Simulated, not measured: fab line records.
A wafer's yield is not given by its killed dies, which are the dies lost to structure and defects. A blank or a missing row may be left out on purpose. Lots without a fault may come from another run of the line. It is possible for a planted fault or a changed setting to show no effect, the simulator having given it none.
Code-filled problem report in 8D (eight disciplines) form    flow nandHarc    the parts of the form that need people (team, actions taken, sign-off) are left out

1. THE PROBLEM
killedAtArray at NHARC_END_SORT_01 reads a mean of 662 on 4 wafers of 2 lots; wafers without a fault read 29 with a standard deviation of 11. That is +58 standard deviations from the usual mean.
Seen first at day 23 16:14 on prober-02, wafer L952.3. The record holds 9 wafers of 3 lots with a number at this step. The rule behind "out" and "out of limits": a value lying over 4 standard deviations away from the usual mean. The rest of the wafers with a number are treated as sound.

2. WHAT IT IS; WHAT IT IS NOT
question                     is                              is not
which readings at this step  killedAtArray, killedDies       killedAtOther, killedAtPeriphery, killedOpen, killedShort
which lots                   L952, L954                      L958
which wafers of those lots   L952.3, L952.6, L954.5, L954.6  L952.1, L954.2
read on which gauges         prober-01, prober-02            -
when                         from day 23 16:14               up to then (2 sound wafers); but 3 sound wafers of L958 came after

3. THE SUSPECTS, EACH WITH WHAT RULES IT OUT
Counting: if a tool at a process step up to the reading ran every lot that is out, it stays a suspect. Sound lots after the first of them don't rule it out here, since some wafers of a struck lot are sound.
- ruled out: the gauge at NHARC_END_SORT_01. 2 gauges (prober-01, prober-02) read the wafers that are out.
- rieDiel-13 at NHARC_A_SGD_CUT_ETCH_59 (etches the open film in N2/H2, target depth 260 nm, time 406.25 s): kept. It ran every lot that is out, first L952 (day 17 22:35). Its own readings are out on those wafers: runLengthS.
- rieDiel-13 at NHARC_A_SGD_CUT_STRIP_17 (strips in O2): kept. It ran every lot that is out, first L952 (day 23 14:38). With no start given for some of its lots, NHARC_A_SGD_CUT_STRIP_17 uses the hours and lot order of NHARC_END_SORT_01.
The count leaves rieDiel-13 at NHARC_A_SGD_CUT_STRIP_17 and rieDiel-13 at NHARC_A_SGD_CUT_ETCH_59.

4. THE CAUSE (what the simulator had put in)
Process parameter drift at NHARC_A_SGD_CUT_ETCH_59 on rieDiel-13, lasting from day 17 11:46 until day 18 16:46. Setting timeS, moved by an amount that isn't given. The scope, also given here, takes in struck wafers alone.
Counting leaves 2 suspects; this tool is one of them.

5. THE EFFECT CHAIN, in route order
One row per reading whose mean, taken over the struck wafers that have a number, lies over 3 standard deviations from the usual. Readings are gone through only where the record gives a usual standard deviation; hours: the median, over the lots, of the time from a lot's start at the first step in this table giving one to that lot's start at this step; sigmas: the change measured in usual standard deviations.
hours  step                     reading        usual    on struck wafers  change  sigmas
0      NHARC_A_SGD_CUT_ETCH_59  runLengthS     427.7 s  324.4             -103.3  -99 or more
130    NHARC_END_SORT_01        killedAtArray  29       662               +632    +58
130    NHARC_END_SORT_01        killedDies     33       665               +632    +53
Here are the process steps it includes:
- NHARC_A_SGD_CUT_ETCH_59: etches the open film in N2/H2, target depth 260 nm, time 406.25 s.
Readings that are blank on the struck wafers while sound wafers have them: biasW at NHARC_A_SGD_CUT_ETCH_59.

6. HOW IT WOULD HAVE BEEN CAUGHT EARLIER
The first out-of-limits reading at a measuring or inspecting step in this record came at day 23 16:14, 148 hours after the fault's start at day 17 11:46.
Tool's own readings at NHARC_A_SGD_CUT_ETCH_59, runLengthS: out on all struck wafers the step has rows for; an alarm limit on them would have tripped on the first.
Each of the lots that are out, 2 in all, had begun NHARC_A_SGD_CUT_ETCH_59 on rieDiel-13 no later than day 23 16:14. Holding the tool at that point would not have protected any of them.
